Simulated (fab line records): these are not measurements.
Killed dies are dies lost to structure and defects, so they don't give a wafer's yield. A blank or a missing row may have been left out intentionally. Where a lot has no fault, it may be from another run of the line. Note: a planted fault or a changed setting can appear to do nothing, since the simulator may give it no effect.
fab line records	flow n5Finfet
[record] lots = 9	wafers = 27	lastDay = 18
route steps=1938 shown PMOS_HMC_CHANNEL_EPI@71 FIN_SAQP@101 BEOL_M4@1111 PASSIVATION@1936
lots that met no fault: from a run of the same line without faults
startH: hours from the record's opening day to when the first of the lot's shown wafers began	waitH: time in hours since the lot's previous step	" as in the row above	L1.1+2: a single row standing in for several wafers	- no value, or no start was given	* or withheld: withheld	< > ~ a bound
route shown NAME@n: a module of which the file shows steps, and the number in the route of the first	usual: average and standard deviation across the fault-free wafers	same: alike in all rows	chamber/n: place in a boat	sites: readings site by site	_std_site: the standard deviation of these	_edge_site: the outer-site mean with the inner-site mean subtracted	radiusMm: how far each site lies from the wafer's centre	mask NAME#n: copy n	behind: tool/chamber where the wafer was last shaped	hold: reason for holding the lot/hours on hold/outcome of the hold	device: the transistor (n, p or np) that didn't switch	end of line: the same wafers' tests at the end of the route	a step without rows: its recipe alone	killed: the dies lost at the first sort to structure and to defects; this is not the yield of the wafer	map: the dies of a wafer, with x for killed, . for not killed, _ for no die there
set.NAME: setting as actually run; set.NAME@STEP: the setting as run at that earlier step	model.NAME: the simulator's own value behind a step, which no gauge read
route steps across a sampled set of lots; one table per step, one row per wafer
services: from which hour (startH, from the record's first day; less than 0 if before it) a tool's chamber was out of use, for how many hours, and why
[[steps]]
[step N5_PMOS_HMC_CHANNEL_EPI_STRIP_33]
[recipe] chemistry = N2/H2	powerW = 500	tempC = 40	pressureMtorr = 50	rfFrequencyHz = 6e+07	overashFraction = 0.3	biasPowerW = 8	h2Frac = 0.5	n2FlowSccm = 300	h2FlowSccm = 300
[usual] drypumpMotorCurrentA = 5.5/0.37	oesProductAu = 0.78/0.075	rfVppV = 54.2/1.8	showerheadPlenumPTorr = 3.41/0.11	throttleValvePct = 19.1/0.47
lot.wafer	tool	chamber	startH	waitH	drypumpMotorCurrentA	oesProductAu	rfHoursCounterH	rfVppV	showerheadPlenumPTorr	throttleValvePct
L783.1	rieDiel-05	0	17.28	0.0	5.0	0.69	200	55.7	3.50	20.2
L783.4	"	2	"	"	5.7	0.80	101	52.4	3.24	18.9
L783.6	"	1	"	"	6.2	0.87	-	51.4	3.44	19.8
L784.2	rieDiel-02	1	23.21	0.0	6.0	0.69	249	57.5	3.44	19.5
L784.4	"	3	"	"	5.8	0.68	224	54.1	3.20	18.9
L784.5	"	3	"	"	5.7	0.68	-	52.5	3.20	18.9
L787.1	rieDiel-02	0	41.59	0.0	5.5	0.86	61	56.3	3.43	19.0
L787.2	"	2	"	"	5.7	0.82	110	53.6	3.52	18.8
L787.4	"	3	"	"	5.7	0.69	-	51.2	3.19	18.9
L789.2	rieDiel-02	2	54.49	0.0	5.7	0.80	115	50.3	3.52	18.8
L789.3	"	0	"	"	5.6	0.83	64	52.6	3.42	19.0
L789.4	"	2	"	"	5.7	0.80	-	54.3	3.52	18.8
L792.2	rieDiel-05	1	71.79	0.0	6.2	0.84	49	54.9	3.43	19.9
L792.5	"	3	"	"	5.4	0.77	-	53.8	3.22	18.6
L792.6	"	2	"	"	5.7	0.77	-	52.1	3.23	19.0
L799.1	rieDiel-04	0	113.63	0.0	5.5	0.76	169	55.7	3.49	18.7
L799.5	"	2	"	"	5.0	0.66	-	52.1	3.44	19.1
L799.6	"	1	"	"	5.0	0.78	-	54.3	3.49	18.9
L801.2	rieDiel-02	1	125.32	0.0	6.1	0.91	30	56.4	3.42	19.1
L801.4	"	0	"	"	5.6	0.81	-	55.4	3.41	19.1
L801.5	"	2	"	"	5.7	0.76	-	54.9	3.51	18.8
L803.4	rieDiel-04	0	137.81	0.0	5.4	0.74	-	53.8	3.49	18.8
L803.5	"	1	"	"	5.0	0.76	-	55.7	3.49	18.9
L803.6	"	3	"	"	5.4	0.69	-	54.4	3.34	19.3
L806.1	rieDiel-02	0	155.65	0.0	5.6	0.80	101	53.6	3.40	19.1
L806.3	"	1	"	"	6.0	0.90	40	53.7	3.42	19.2
L806.6	"	1	"	"	6.0	0.89	-	55.8	3.42	19.2
[step N5_PMOS_HMC_CHANNEL_EPI_ETCH_38]
[recipe] chemistry = CF4	target = SiO2	targetDepthA = 15	ionEnergyEv = 350	pressureMtorr = 10	icpW = 800	biasW = 400	cf4FlowSccm = 80
[usual] drypumpMotorCurrentA = 6.0/0.35	oesProductAu = 1.005/0.027	throttleValvePct = 21.70/0.19
lot.wafer	tool	chamber	startH	waitH	drypumpMotorCurrentA	oesProductAu	rfHoursCounterH	throttleValvePct
L783.1	rieSi-04	2	17.58	0.0	5.5	1.043	168	21.95
L783.4	"	1	"	"	6.0	1.012	47	21.75
L783.6	"	0	"	"	6.2	1.003	-	21.62
L784.2	rieSi-06	0	23.51	0.0	6.3	1.004	43	21.37
L784.4	"	2	"	"	5.5	0.999	9	21.72
L784.5	"	3	"	"	5.9	0.962	-	22.13
L787.1	rieSi-01	1	41.91	0.0	6.2	0.999	57	21.92
L787.2	"	0	"	"	6.1	1.033	59	21.39
L787.4	"	2	"	"	6.3	1.045	24	21.71
L789.2	rieSi-01	1	54.79	0.0	6.2	0.999	57	21.92
L789.3	"	3	"	"	5.6	0.952	77	21.64
L789.4	"	2	"	"	6.3	1.036	24	21.71
L792.2	rieSi-06	0	72.10	0.0	6.4	0.985	44	21.37
L792.5	"	2	"	"	5.5	0.989	-	21.72
L792.6	"	1	"	"	6.0	0.971	-	21.57
L799.1	rieSi-06	1	113.97	0.0	6.0	0.991	70	21.58
L799.5	"	2	"	"	5.5	1.006	-	21.72
L799.6	"	1	"	"	6.0	0.985	-	21.57
L801.2	rieSi-01	1	125.62	0.0	6.2	1.006	59	21.91
L801.4	"	0	"	"	6.2	1.043	61	21.37
L801.5	"	0	"	"	6.1	1.044	-	21.36
L803.4	rieSi-01	3	138.34	0.0	5.6	0.961	79	21.63
L803.5	"	2	"	"	6.3	1.035	-	21.70
L803.6	"	3	"	"	5.6	0.964	-	21.63
L806.1	rieSi-04	1	155.95	0.0	6.1	1.027	50	21.76
L806.3	"	2	"	"	5.5	1.042	171	21.94
L806.6	"	1	"	"	6.1	1.025	-	21.77
[step N5_FIN_SAQP_THK_MEAS_07]
[usual] thkNm = 60.2/0.84
lot.wafer	tool	chamber	startH	waitH	thkNm
L783.1	filmMetro-01	-	21.12	0.1	60.7
L783.4	"	-	"	"	62.1
L783.6	"	-	"	"	61.4
L784.2	filmMetro-01	-	28.86	0.1	60.1
L784.4	"	-	"	"	60.9
L784.5	"	-	"	"	59.9
L787.1	filmMetro-01	-	46.75	0.1	60.5
L787.2	"	-	"	"	59.6
L787.4	"	-	"	"	61.4
L789.2	filmMetro-01	-	58.01	0.1	61.0
L789.3	"	-	"	"	60.9
L789.4	"	-	"	"	60.5
L792.2	filmMetro-01	-	75.37	0.1	59.7
L792.5	"	-	"	"	59.8
L792.6	"	-	"	"	60.4
L799.1	filmMetro-02	-	117.22	0.1	59.8
L799.5	"	-	"	"	60.7
L799.6	"	-	"	"	61.1
L801.2	filmMetro-01	-	128.83	0.1	60.6
L801.4	"	-	"	"	61.5
L801.5	"	-	"	"	60.8
L803.4	filmMetro-02	-	141.78	0.1	61.6
L803.5	"	-	"	"	60.8
L803.6	"	-	"	"	60.5
L806.1	filmMetro-02	-	159.15	0.1	60.4
L806.3	"	-	"	"	60.1
L806.6	"	-	"	"	61.6
[step N5_FIN_SAQP_PEB_14]
[recipe] pebTempC = withheld	pebTimeS = 60	resist = CAR-ArF
lot.wafer	tool	chamber	startH	waitH
L783.1+4+6	lithoTrack-01	0	21.54	0.1
L784.2+4+5	lithoTrack-03	0	29.15	0.0
L787.1+2+4	lithoTrack-01	0	47.05	0.1
L789.2+3+4	lithoTrack-01	0	58.30	0.0
L792.2+5+6	lithoTrack-01	0	76.49	0.0
L799.1+5+6	lithoTrack-03	0	117.65	0.1
L801.2+4+5	lithoTrack-03	0	129.25	0.0
L803.4+5+6	lithoTrack-05	0	142.07	0.0
L806.1+3+6	lithoTrack-03	0	159.57	0.1
[step N5_FIN_SAQP_CD_MEAS_16]
[recipe] targetCdNm = 35.6	landingEnergyEv = 500	detector = seInlens
[usual] cdNm = 35.7/0.33
lot.wafer	tool	chamber	startH	waitH	cdNm
L783.1	cdSem-01	0	21.61	-	35.2
L783.4	"	0	"	"	35.9
L783.6	"	0	"	"	35.2
L784.2	cdSem-03	0	29.22	-	35.5
L784.4	"	0	"	"	35.5
L784.5	"	0	"	"	36.0
L787.1	cdSem-03	0	47.12	-	35.2
L787.2	"	0	"	"	35.5
L787.4	"	0	"	"	35.7
L789.2	cdSem-02	0	58.37	-	33.0
L789.3	"	0	"	"	33.0
L789.4	"	0	"	"	32.9
L792.2	cdSem-01	0	76.56	-	34.0
L792.5	"	0	"	"	34.4
L792.6	"	0	"	"	34.0
L799.1	cdSem-03	0	117.71	-	35.9
L799.5	"	0	"	"	36.0
L799.6	"	0	"	"	35.8
L801.2	cdSem-02	0	129.32	-	35.4
L801.4	"	0	"	"	35.6
L801.5	"	0	"	"	35.1
L803.4	cdSem-03	0	142.15	-	35.5
L803.5	"	0	"	"	36.3
L803.6	"	0	"	"	35.3
L806.1	cdSem-01	0	159.64	-	35.7
L806.3	"	0	"	"	35.9
L806.6	"	0	"	"	35.6
[step N5_BEOL_M4_RC_MEAS_101]
[usual] DIBL_N = 36.1/1.6	DIBL_P = 35.7/1.8	IOFF_N = 0.159/0.027	IOFF_P = 0.21/0.03	ION_N = 673/10	ION_P = 462/7.4	SS_N = 71.4/0.56	SS_P = 73.2/0.61	VT_N = 249.7/3	VT_P = -250/3.1
lot.wafer	tool	chamber	startH	waitH	DIBL_N[mV/V]	DIBL_P[mV/V]	IOFF_N[nA/um]	IOFF_P[nA/um]	ION_N[uA/um]	ION_P[uA/um]	SS_N[mV/dec]	SS_P[mV/dec]	VT_N[mV]	VT_P[mV]
L783.1	prober-01	0	166.24	0.0	33.2	33.2	0.118	0.19	664	460	70.7	72.6	253.6	-248
L783.4	"	0	"	"	34.0	35.0	0.134	0.22	661	466	71.5	73.1	251.4	-249
L783.6	"	0	"	"	32.9	32.9	0.122	0.19	661	459	71.3	72.2	250.9	-250
L784.2	prober-01	0	171.56	0.2	37.4	38.9	0.206	0.25	692	463	72.8	74.3	244.1	-251
L784.4	"	0	"	"	34.4	35.6	0.145	0.19	676	462	71.5	73.1	248.1	-254
L784.5	"	0	"	"	35.2	35.5	0.154	0.19	664	451	71.9	72.6	248.0	-255
L787.1	prober-02	0	185.16	0.0	37.9	37.4	0.156	0.19	664	448	71.6	73.6	252.5	-253
L787.2	"	0	"	"	36.6	35.8	0.136	0.18	662	451	71.7	73.1	253.1	-254
L787.4	"	0	"	"	39.2	38.7	0.189	0.24	678	458	72.0	73.8	248.9	-251
L789.2	prober-02	0	198.93	0.2	36.3	36.8	0.176	0.18	673	447	72.0	73.6	248.2	-254
L789.3	"	0	"	"	36.4	36.8	0.164	0.18	676	449	72.0	73.6	250.7	-252
L789.4	"	0	"	"	36.9	38.2	0.171	0.22	683	455	72.6	73.5	250.2	-252
L792.2	prober-02	0	220.88	0.2	35.7	35.6	0.161	0.20	671	455	71.8	72.6	251.7	-250
L792.5	"	0	"	"	33.3	33.7	0.131	0.17	672	459	70.0	72.1	255.0	-253
L792.6	"	0	"	"	36.9	36.3	0.187	0.21	679	455	71.9	73.8	249.4	-249
L799.1	prober-02	0	255.59	0.0	36.1	36.2	0.161	0.22	682	473	72.0	72.8	248.9	-245
L799.5	"	0	"	"	35.4	35.9	0.151	0.22	681	466	71.7	73.7	250.4	-246
L799.6	"	0	"	"	37.2	38.5	0.198	0.26	694	471	71.3	72.9	244.0	-246
L801.2	prober-01	0	281.48	0.2	35.4	35.2	0.131	0.18	675	462	70.7	72.7	249.4	-251
L801.4	"	0	"	"	38.7	38.5	0.195	0.23	679	463	71.5	74.0	246.7	-249
L801.5	"	0	"	"	39.3	38.7	0.200	0.23	686	466	71.9	74.1	248.2	-246
L803.4	prober-01	0	305.14	0.5	34.9	34.5	0.122	0.17	666	455	71.1	73.3	253.6	-252
L803.5	"	0	"	"	35.7	36.9	0.148	0.21	683	467	70.8	73.6	250.6	-250
L803.6	"	0	"	"	36.4	37.7	0.163	0.21	683	465	71.6	73.8	250.1	-251
L806.1	prober-02	0	328.91	0.0	34.9	33.0	0.124	0.19	667	465	70.6	72.9	250.1	-249
L806.3	"	0	"	"	40.0	39.2	0.210	0.30	684	473	71.4	75.1	246.3	-246
L806.6	"	0	"	"	37.2	35.1	0.147	0.23	675	478	70.6	73.6	249.8	-248
[step N5_PASSIVATION_PROBE_49]
[usual] defectLimitedYield = 91.0/1.3	killed_at_M0_to_M3 = 33/10	killed_at_M4_up = 14/5.6	killedAtContacts = 12/5.8	killedAtFrontEnd = 43/11	killedAtOther = 4.1/2.8	killedDies = 106/15	killedOpen = 70/12	killedShort = 34/7.5	sort_bin_5_function = 5.3/0.88	sort_bin_6_memory = 3.3/0.64	sort_bin_8_speed = 0.00/0.016	sortNPass = 1074/15	sortYieldPct = 91.0/1.3
[same] grossDies = 1180	killedAtBackSide = 0	sort_bin_4_leakage[%] = 0
lot.wafer	tool	chamber	startH	waitH	defectLimitedYield[%]	killed_at_M0_to_M3	killed_at_M4_up	killedAtContacts	killedAtFrontEnd	killedAtOther	killedDies	killedOpen	killedShort	sort_bin_5_function[%]	sort_bin_6_memory[%]	sort_bin_8_speed[%]	sortNPass	sortYieldPct[%]
L789.3	prober-02	-	303.54	0.1	89.2	30	11	17	66	4	128	95	29	6.8	3.6	0	1052	89.2
L789.4	prober-02	-	303.59	0.2	89.6	33	11	21	50	8	123	100	22	5.8	4.5	0	1057	89.6
// killed by level:class
L789.3 STI_FIN_REVEAL:geometricParticle:open=26 MOL_CONTACT_COAG:geometricParticle:open=13 BEOL_M2:geometricParticle:open=8 BEOL_M4:geometricParticle:open=8 FIN_SAQP:geometricParticle:open=7 BEOL_M1:geometricParticle:open=7 FIN_SAQP:geometricParticle:short=5 STI_FIN_REVEAL:geometricParticle:short=4
L789.4 STI_FIN_REVEAL:geometricParticle:open=21 MOL_CONTACT_COAG:geometricParticle:open=18 BEOL_M2:geometricParticle:open=14 BEOL_M4:geometricParticle:open=7 BEOL_M1:geometricParticle:open=6 DUMMY_GATE:geometricParticle:open=5 STI_FIN_REVEAL:geometricParticle:short=4 BEOL_M0_SAQP:geometricParticle:open=4
[[services]]
tool	chamber	startH	hours	kind
rieDiel-05	0	-5.21	6.0	repair
rieDiel-04	1	-2.22	7.0	repair
rieSi-01	3	1.97	5.5	repair
rieDiel-04	3	6.74	3.9	repair
rieSi-01	-	10.03	1.6	repair
rieDiel-02	3	10.81	5.2	repair
rieDiel-02	1	24.86	-	clean
rieDiel-02	1	24.86	-	consumableReplace:focusRing
rieDiel-02	1	24.86	16.6	scheduledDown
rieDiel-02	1	24.86	16.6	ventCycle
rieDiel-02	0	28.01	4.1	repair
rieSi-04	-	28.53	2.8	pm
rieDiel-04	-	38.56	2.8	pm
rieSi-06	-	49.33	0.2	repair
rieDiel-02	3	50.39	12.1	repair
rieDiel-04	-	54.55	14.6	pm
rieDiel-02	3	66.11	4.3	repair
rieDiel-05	0	66.63	1.9	repair
rieDiel-04	-	95.90	0.4	repair
rieSi-06	3	101.48	1.8	repair
rieDiel-02	3	117.94	-	clean
rieDiel-02	3	117.94	-	consumableReplace:focusRing
rieDiel-05	2	128.71	1.6	repair
rieDiel-05	-	139.60	0.4	repair
[[key]]
[firstSign] step = N5_FIN_SAQP_CD_MEAS_16	reading = cdNm	direction = down	sigmas = 6.5	usual = 35.7	struck = 33.5	through = controlLoop
effect none on later readings
metAt N5_FIN_SAQP_PEB_14
struckLots L789,L792
[loopTrim] step = N5_FIN_SAQP_EXPOSE_13	setting = dose	lots = L792
notActingAt N5_PMOS_HMC_CHANNEL_EPI_STRIP_33,N5_PMOS_HMC_CHANNEL_EPI_ETCH_38,N5_FIN_SAQP_THK_MEAS_07
onsetBetween 47.05 58.30
[fault] kind = processParameterDrift	tool = lithoTrack-01	chamber = -	onsetH = 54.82	steps = N5_FIN_SAQP_PEB_14	channel = pebTempC	offset = withheld	shape = step	endH = 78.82	actsIn = *
// loopTrim: a control loop set the setting to another value than it would have without faults
